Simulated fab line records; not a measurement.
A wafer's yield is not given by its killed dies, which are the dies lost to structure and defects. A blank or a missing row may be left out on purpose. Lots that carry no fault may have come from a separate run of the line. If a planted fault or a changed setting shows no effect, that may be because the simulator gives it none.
Which tool was responsible? || flow n5 finfet || 9 lots, 26 wafers sampled, at 6 steps of a route of 1938

== WHAT THE GAUGES SHOWED, per wafer ==
N5_SDB_INSPECT_13: inspects for defects (brightfield). Usual: raw defect count at 77, with a standard deviation of 41.
{"lot": "L678", "measured": "day 4 16:05", "on": "defect inspect-01", "raw defect count": "94 82 51", "flag": ""}
{"lot": "L679", "measured": "day 4 17:52", "on": "defect inspect-01", "raw defect count": "91 50 114", "flag": ""}
{"lot": "L691", "measured": "day 7 18:01", "on": "defect inspect-02", "raw defect count": "75 51 65", "flag": ""}
{"lot": "L692", "measured": "day 8 01:33", "on": "defect inspect-02", "raw defect count": "112 72 94", "flag": ""}
{"lot": "L694", "measured": "day 8 13:56", "on": "defect inspect-02", "raw defect count": "80 133 107", "flag": ""}
{"lot": "L695", "measured": "day 8 16:17", "on": "defect inspect-01", "raw defect count": "33 37", "flag": ""}
{"lot": "L696", "measured": "day 8 23:04", "on": "defect inspect-01", "raw defect count": "67 77 56", "flag": ""}
{"lot": "L697", "measured": "day 9 05:20", "on": "defect inspect-02", "raw defect count": "40 49 63", "flag": ""}
{"lot": "L698", "measured": "day 9 11:55", "on": "defect inspect-01", "raw defect count": "49 48 42", "flag": ""}

N5_BEOL_M4_RC_MEAS_101. Usual: DIBL_N 36.1 mV/V, standard deviation 1.9; DIBL_P 36.4 mV/V, standard deviation 2.5; IOFF_N 0.16 nA/um, standard deviation 0.036; IOFF_P 0.22 nA/um, standard deviation 0.038; ION_N 672 uA/um, standard deviation 11; ION_P 462 uA/um, standard deviation 8; SS_N 71.6 mV/dec, standard deviation 0.68; SS_P 73.3 mV/dec, standard deviation 0.77; VT_N 250 mV, standard deviation 3.3; VT_P -250 mV, standard deviation 3.6.
{"lot": "L678", "measured": "day 9 07:29", "on": "prober-01", "DIBL_N (mV/V)": "32.8 32.5 31.0", "DIBL_P (mV/V)": "33.3 31.6 30.9", "IOFF_N (nA/um)": "0.12 0.11 0.10", "IOFF_P (nA/um)": "0.19 0.15 0.15", "ION_N (uA/um)": "667 651 652", "ION_P (uA/um)": "460 446 457", "SS_N (mV/dec)": "70.5 70.9 70.5", "SS_P (mV/dec)": "72.5 72.8 71.2", "VT_N (mV)": "253 256 254", "VT_P (mV)": "-251 -254 -253", "flag": ""}
{"lot": "L679", "measured": "day 9 12:37", "on": "prober-01", "DIBL_N (mV/V)": "36.6 34.1 38.1", "DIBL_P (mV/V)": "39.0 34.5 38.5", "IOFF_N (nA/um)": "0.18 0.11 0.18", "IOFF_P (nA/um)": "0.23 0.16 0.22", "ION_N (uA/um)": "686 668 674", "ION_P (uA/um)": "472 456 458", "SS_N (mV/dec)": "71.1 71.7 72.2", "SS_P (mV/dec)": "74.4 72.6 73.5", "VT_N (mV)": "247 255 248", "VT_P (mV)": "-246 -255 -250", "flag": ""}
{"lot": "L694", "measured": "day 13 21:09", "on": "prober-02", "DIBL_N (mV/V)": "36.5 37.7 34.7", "DIBL_P (mV/V)": "37.3 37.8 34.8", "IOFF_N (nA/um)": "0.16 0.18 0.13", "IOFF_P (nA/um)": "0.22 0.22 0.18", "ION_N (uA/um)": "675 683 659", "ION_P (uA/um)": "468 462 456", "SS_N (mV/dec)": "71.6 71.6 71.2", "SS_P (mV/dec)": "73.4 74.1 73.0", "VT_N (mV)": "249 251 251", "VT_P (mV)": "-249 -251 -254", "flag": ""}
{"lot": "L695", "measured": "day 13 22:59", "on": "prober-01", "DIBL_N (mV/V)": "33.9 34.4", "DIBL_P (mV/V)": "32.8 35.4", "IOFF_N (nA/um)": "0.14 0.14", "IOFF_P (nA/um)": "0.20 0.23", "ION_N (uA/um)": "669 675", "ION_P (uA/um)": "474 474", "SS_N (mV/dec)": "71.3 71.8", "SS_P (mV/dec)": "71.6 73.3", "VT_N (mV)": "251 252", "VT_P (mV)": "-247 -244", "flag": ""}
{"lot": "L696", "measured": "day 14 07:13", "on": "prober-02", "DIBL_N (mV/V)": "36.8 36.6 33.1", "DIBL_P (mV/V)": "36.3 34.5 31.4", "IOFF_N (nA/um)": "0.16 0.15 0.10", "IOFF_P (nA/um)": "0.22 0.20 0.15", "ION_N (uA/um)": "688 669 654", "ION_P (uA/um)": "470 459 459", "SS_N (mV/dec)": "71.9 71.0 70.5", "SS_P (mV/dec)": "73.3 73.1 72.1", "VT_N (mV)": "249 253 255", "VT_P (mV)": "-249 -250 -255", "flag": ""}
{"lot": "L697", "measured": "day 14 14:57", "on": "prober-02", "DIBL_N (mV/V)": "32.3 33.8 34.3", "DIBL_P (mV/V)": "33.4 34.3 33.7", "IOFF_N (nA/um)": "0.13 0.15 0.15", "IOFF_P (nA/um)": "0.16 0.17 0.16", "ION_N (uA/um)": "667 667 660", "ION_P (uA/um)": "454 457 449", "SS_N (mV/dec)": "70.2 70.9 72.2", "SS_P (mV/dec)": "72.0 71.7 72.4", "VT_N (mV)": "253 252 254", "VT_P (mV)": "-254 -254 -255", "flag": ""}
{"lot": "L698", "measured": "day 14 16:37", "on": "prober-01", "DIBL_N (mV/V)": "36.8 36.1 36.7", "DIBL_P (mV/V)": "36.1 33.4 35.1", "IOFF_N (nA/um)": "0.15 0.13 0.14", "IOFF_P (nA/um)": "0.17 0.14 0.16", "ION_N (uA/um)": "663 655 660", "ION_P (uA/um)": "446 442 445", "SS_N (mV/dec)": "71.7 71.0 72.1", "SS_P (mV/dec)": "73.0 71.8 73.0", "VT_N (mV)": "253 256 255", "VT_P (mV)": "-254 -258 -257", "flag": ""}

== WHAT TOOL EACH LOT RAN ON (gives the tool, then ch and the chambers of the sampled wafers, and finally the start) ==
{"lot": "L678", "N5_SDB_STRIP_21": "rie diel-02 ch 1,3, day 4 17:43", "N5_SDB_STRIP_22": "plasma asher-01 ch 0,1, day 4 17:49", "N5_SDB_CUT_ETCH_26": "rie si-04 ch 1,2,3, day 4 18:54", "N5_SDB_CMP_30": "cmp-02 ch 0,3, day 4 21:49"}
{"lot": "L679", "N5_SDB_STRIP_21": "rie diel-04 ch 0,1, day 4 18:46", "N5_SDB_STRIP_22": "plasma asher-01 ch 0,1, day 4 18:52", "N5_SDB_CUT_ETCH_26": "rie si-01 ch 0,1,2, day 4 19:13", "N5_SDB_CMP_30": "cmp-03 ch 0,2, day 4 22:16"}
{"lot": "L691", "N5_SDB_STRIP_21": "rie diel-03 ch 0,1,2, day 7 18:16", "N5_SDB_STRIP_22": "plasma asher-02 ch 0,1, day 7 18:22", "N5_SDB_CUT_ETCH_26": "rie si-04 ch 0,2,3, day 7 18:41", "N5_SDB_CMP_30": "cmp-02 ch 0,1,3, day 7 21:37"}
{"lot": "L692", "N5_SDB_STRIP_21": "rie diel-02 ch 1,2,3, day 8 01:47", "N5_SDB_STRIP_22": "plasma asher-02 ch 0,1, day 8 01:56", "N5_SDB_CUT_ETCH_26": "rie si-04 ch 0,1, day 8 02:12", "N5_SDB_CMP_30": "cmp-03 ch 1,2,3, day 8 05:07"}
{"lot": "L694", "N5_SDB_STRIP_21": "rie diel-03 ch 1,2,3, day 8 14:11", "N5_SDB_STRIP_22": "plasma asher-01 ch 0,1, day 8 14:19", "N5_SDB_CUT_ETCH_26": "rie si-04 ch 0,1,3, day 8 14:38", "N5_SDB_CMP_30": "cmp-02 ch 0,1,2, day 8 18:02"}
{"lot": "L695", "N5_SDB_STRIP_21": "rie diel-02 ch 2,3, day 8 16:40", "N5_SDB_STRIP_22": "plasma asher-02 ch 1, day 8 16:48", "N5_SDB_CUT_ETCH_26": "rie si-01 ch 1,3, day 8 17:04", "N5_SDB_CMP_30": "cmp-03 ch 0,1, day 8 19:59"}
{"lot": "L696", "N5_SDB_STRIP_21": "rie diel-03 ch 0,1,2, day 8 23:18", "N5_SDB_STRIP_22": "plasma asher-02 ch 0,1, day 8 23:26", "N5_SDB_CUT_ETCH_26": "rie si-06 ch 0,1,3, day 8 23:43", "N5_SDB_CMP_30": "cmp-02 ch 0,2,3, day 9 02:58"}
{"lot": "L697", "N5_SDB_STRIP_21": "rie diel-02 ch 1,3, day 9 05:35", "N5_SDB_STRIP_22": "plasma asher-01 ch 0,1, day 9 05:41", "N5_SDB_CUT_ETCH_26": "rie si-06 ch 0,1, day 9 05:59", "N5_SDB_CMP_30": "cmp-02 ch 0,2, day 9 08:54"}
{"lot": "L698", "N5_SDB_STRIP_21": "rie diel-02 ch 0,1,2, day 9 12:37", "N5_SDB_STRIP_22": "plasma asher-01 ch 0,1, day 9 12:43", "N5_SDB_CUT_ETCH_26": "rie si-04 ch 1,2,3, day 9 13:01", "N5_SDB_CMP_30": "cmp-02 ch 0,3, day 9 15:56"}
- N5_SDB_STRIP_21: strips in CF4.
- N5_SDB_STRIP_22: strips in N2/H2.
- N5_SDB_CUT_ETCH_26: etches Si in HBr/Cl2/O2, target depth 129.6 nm, bt time 20 s, time 51.8 s.
- N5_SDB_CMP_30: polishes, stops on poly-Si, t overpolish 1.54 s, target thk 30 nm.

== WHAT THE TOOLS THEMSELVES READ (means of the sampled wafers that have a number; where no wafer has one, the mark that the record gives instead) ==
N5_SDB_STRIP_21. Usual: cf4 flow sccm 150.0 sccm, standard deviation 0.48; drypump motor current A 5.9 A, standard deviation 0.35; oes product au 0.77 a.u., standard deviation 0.076; power w 300.1 W, standard deviation 0.99; rf vpp V 271.4 V, standard deviation 1.3; showerhead plenum p Torr 1.81 Torr, standard deviation 0.048; throttle valve pct 13.55 %, standard deviation 0.22.
{"lot": "L678", "tool": "rie diel-02", "cf4 flow sccm (sccm)": 150.3, "drypump motor current A (A)": 6.0, "oes product au (a.u.)": 0.77, "power w (W)": 298.9, "rf vpp V (V)": 271.0, "showerhead plenum p Torr (Torr)": 1.77, "throttle valve pct (%)": 13.37, "flag": ""}
{"lot": "L679", "tool": "rie diel-04", "cf4 flow sccm (sccm)": 149.6, "drypump motor current A (A)": 5.9, "oes product au (a.u.)": 0.76, "power w (W)": 300.3, "rf vpp V (V)": 270.0, "showerhead plenum p Torr (Torr)": 1.77, "throttle valve pct (%)": 13.73, "flag": ""}
{"lot": "L691", "tool": "rie diel-03", "cf4 flow sccm (sccm)": 149.9, "drypump motor current A (A)": 6.1, "oes product au (a.u.)": 0.80, "power w (W)": 299.3, "rf vpp V (V)": 272.3, "showerhead plenum p Torr (Torr)": 1.85, "throttle valve pct (%)": 13.47, "flag": ""}
{"lot": "L692", "tool": "rie diel-02", "cf4 flow sccm (sccm)": 149.5, "drypump motor current A (A)": 5.8, "oes product au (a.u.)": 0.74, "power w (W)": 300.6, "rf vpp V (V)": 271.1, "showerhead plenum p Torr (Torr)": 1.79, "throttle valve pct (%)": 13.54, "flag": ""}
{"lot": "L694", "tool": "rie diel-03", "cf4 flow sccm (sccm)": 150.2, "drypump motor current A (A)": 6.1, "oes product au (a.u.)": 0.82, "power w (W)": 301.0, "rf vpp V (V)": 272.8, "showerhead plenum p Torr (Torr)": 1.85, "throttle valve pct (%)": 13.32, "flag": ""}
{"lot": "L695", "tool": "rie diel-02", "cf4 flow sccm (sccm)": 149.4, "drypump motor current A (A)": 6.0, "oes product au (a.u.)": 0.70, "power w (W)": 299.5, "rf vpp V (V)": 270.4, "showerhead plenum p Torr (Torr)": 1.81, "throttle valve pct (%)": 13.57, "flag": ""}
{"lot": "L696", "tool": "rie diel-03", "cf4 flow sccm (sccm)": 150.2, "drypump motor current A (A)": 6.1, "oes product au (a.u.)": 0.79, "power w (W)": 300.5, "rf vpp V (V)": 273.0, "showerhead plenum p Torr (Torr)": 1.85, "throttle valve pct (%)": 13.48, "flag": ""}
{"lot": "L697", "tool": "rie diel-02", "cf4 flow sccm (sccm)": 150.5, "drypump motor current A (A)": 5.6, "oes product au (a.u.)": 0.76, "power w (W)": 300.1, "rf vpp V (V)": 270.0, "showerhead plenum p Torr (Torr)": 1.75, "throttle valve pct (%)": 13.49, "flag": ""}
{"lot": "L698", "tool": "rie diel-02", "cf4 flow sccm (sccm)": 149.7, "drypump motor current A (A)": 5.6, "oes product au (a.u.)": 0.73, "power w (W)": 300.1, "rf vpp V (V)": 271.2, "showerhead plenum p Torr (Torr)": 1.79, "throttle valve pct (%)": 13.74, "flag": ""}

N5_SDB_STRIP_22. Usual: drypump motor current A 6.1 A, standard deviation 0.31; heater power w 357 W, standard deviation 43; oes product au 0.715 a.u., standard deviation 0.0046; strip time to endpoint s 96.4 s, standard deviation 0.31.
{"lot": "L678", "tool": "plasma asher-01", "drypump motor current A (A)": 6.1, "heater power w (W)": 389, "oes product au (a.u.)": 0.710, "strip time to endpoint s (s)": 95.8, "flag": ""}
{"lot": "L679", "tool": "plasma asher-01", "drypump motor current A (A)": 6.4, "heater power w (W)": 370, "oes product au (a.u.)": 0.715, "strip time to endpoint s (s)": 96.8, "flag": ""}
{"lot": "L691", "tool": "plasma asher-02", "drypump motor current A (A)": 6.0, "heater power w (W)": 305, "oes product au (a.u.)": 0.716, "strip time to endpoint s (s)": 96.5, "flag": ""}
{"lot": "L692", "tool": "plasma asher-02", "drypump motor current A (A)": 6.0, "heater power w (W)": 303, "oes product au (a.u.)": 0.713, "strip time to endpoint s (s)": 96.2, "flag": ""}
{"lot": "L694", "tool": "plasma asher-01", "drypump motor current A (A)": 6.1, "heater power w (W)": 389, "oes product au (a.u.)": 0.714, "strip time to endpoint s (s)": 96.4, "flag": ""}
{"lot": "L695", "tool": "plasma asher-02", "drypump motor current A (A)": 5.7, "heater power w (W)": 354, "oes product au (a.u.)": 0.716, "strip time to endpoint s (s)": 96.8, "flag": ""}
{"lot": "L696", "tool": "plasma asher-02", "drypump motor current A (A)": 5.9, "heater power w (W)": 326, "oes product au (a.u.)": 0.712, "strip time to endpoint s (s)": 96.0, "flag": ""}
{"lot": "L697", "tool": "plasma asher-01", "drypump motor current A (A)": 6.2, "heater power w (W)": 385, "oes product au (a.u.)": 0.712, "strip time to endpoint s (s)": 96.2, "flag": ""}
{"lot": "L698", "tool": "plasma asher-01", "drypump motor current A (A)": 6.3, "heater power w (W)": 380, "oes product au (a.u.)": 0.719, "strip time to endpoint s (s)": 96.6, "flag": ""}

N5_SDB_CUT_ETCH_26. Usual: HBr_flow_sccm 150.0 sccm, standard deviation 0.45; O2_flow_sccm 12.00 sccm, standard deviation 0.033; drypump motor current A 5.88 A, standard deviation 0.27; oes product au 1.007 a.u., standard deviation 0.013; throttle valve pct 37.3 %, standard deviation 0.37.
{"lot": "L678", "tool": "rie si-04", "HBr_flow_sccm (sccm)": 150.3, "O2_flow_sccm (sccm)": 11.99, "drypump motor current A (A)": 5.84, "oes product au (a.u.)": 1.011, "throttle valve pct (%)": 37.7, "flag": ""}
{"lot": "L679", "tool": "rie si-01", "HBr_flow_sccm (sccm)": 150.3, "O2_flow_sccm (sccm)": 12.03, "drypump motor current A (A)": 6.03, "oes product au (a.u.)": 0.993, "throttle valve pct (%)": 37.3, "flag": ""}
{"lot": "L691", "tool": "rie si-04", "HBr_flow_sccm (sccm)": "-", "O2_flow_sccm (sccm)": "-", "drypump motor current A (A)": "-", "oes product au (a.u.)": "-", "throttle valve pct (%)": "-", "flag": "OFF"}
{"lot": "L692", "tool": "rie si-04", "HBr_flow_sccm (sccm)": "-", "O2_flow_sccm (sccm)": "-", "drypump motor current A (A)": "-", "oes product au (a.u.)": "-", "throttle valve pct (%)": "-", "flag": "OFF"}
{"lot": "L694", "tool": "rie si-04", "HBr_flow_sccm (sccm)": 150.1, "O2_flow_sccm (sccm)": 12.00, "drypump motor current A (A)": 5.82, "oes product au (a.u.)": 1.014, "throttle valve pct (%)": 37.4, "flag": ""}
{"lot": "L695", "tool": "rie si-01", "HBr_flow_sccm (sccm)": 150.8, "O2_flow_sccm (sccm)": 11.96, "drypump motor current A (A)": 6.28, "oes product au (a.u.)": 0.999, "throttle valve pct (%)": 37.3, "flag": ""}
{"lot": "L696", "tool": "rie si-06", "HBr_flow_sccm (sccm)": 150.0, "O2_flow_sccm (sccm)": 12.02, "drypump motor current A (A)": 5.80, "oes product au (a.u.)": 1.010, "throttle valve pct (%)": 37.3, "flag": ""}
{"lot": "L697", "tool": "rie si-06", "HBr_flow_sccm (sccm)": 150.6, "O2_flow_sccm (sccm)": 12.00, "drypump motor current A (A)": 5.63, "oes product au (a.u.)": 1.021, "throttle valve pct (%)": 37.3, "flag": ""}
{"lot": "L698", "tool": "rie si-04", "HBr_flow_sccm (sccm)": 149.7, "O2_flow_sccm (sccm)": 12.03, "drypump motor current A (A)": 5.84, "oes product au (a.u.)": 1.011, "throttle valve pct (%)": 37.7, "flag": ""}

N5_SDB_CMP_30. Usual: motor current A 12.2 A, standard deviation 1.1; pad life wafers 1252, standard deviation 540; time to endpoint s 17.7 s, standard deviation 2.3.
{"lot": "L678", "tool": "cmp-02", "motor current A (A)": 12.2, "pad life wafers": 1232, "time to endpoint s (s)": 18.8, "flag": ""}
{"lot": "L679", "tool": "cmp-03", "motor current A (A)": 11.4, "pad life wafers": 398, "time to endpoint s (s)": 17.1, "flag": ""}
{"lot": "L691", "tool": "cmp-02", "motor current A (A)": 11.6, "pad life wafers": 1753, "time to endpoint s (s)": 24.3, "flag": ""}
{"lot": "L692", "tool": "cmp-03", "motor current A (A)": 12.5, "pad life wafers": 1076, "time to endpoint s (s)": 22.9, "flag": ""}
{"lot": "L694", "tool": "cmp-02", "motor current A (A)": 12.0, "pad life wafers": 1879, "time to endpoint s (s)": 18.0, "flag": ""}
{"lot": "L695", "tool": "cmp-03", "motor current A (A)": 12.4, "pad life wafers": 1212, "time to endpoint s (s)": 15.9, "flag": ""}
{"lot": "L696", "tool": "cmp-02", "motor current A (A)": 12.3, "pad life wafers": 1952, "time to endpoint s (s)": 17.8, "flag": ""}
{"lot": "L697", "tool": "cmp-02", "motor current A (A)": 12.6, "pad life wafers": 2005, "time to endpoint s (s)": 15.0, "flag": ""}
{"lot": "L698", "tool": "cmp-02", "motor current A (A)": 12.1, "pad life wafers": 2058, "time to endpoint s (s)": 18.9, "flag": ""}

== THE ANSWER, worked out from the rows above alone ==
Rule: take the mean of a lot's wafers that have a number; if it is more than 3 standard deviations from the usual mean, the lot is off. A lot without any number at a reading at which 4 lots or more have one is off too. Where the step has rows for the other lots, those lots are counted as sound. The gauges are gone through in route order, then the tools' own readings, and for those a lot's mean is taken as printed above. The first step at which some lot is off is used, and at that step the reading that is off furthest; a lot without a number counts as furthest.
Off: L691, L692, at N5_SDB_CUT_ETCH_26 (HBr_flow_sccm). Without a number there: L691, L692.
A tool fits if, at that step or a process step before it, it ran every lot that is off, and no sound lot after the first of them. None of those tried fits.

== WHAT THE SIMULATOR PUT IN ==
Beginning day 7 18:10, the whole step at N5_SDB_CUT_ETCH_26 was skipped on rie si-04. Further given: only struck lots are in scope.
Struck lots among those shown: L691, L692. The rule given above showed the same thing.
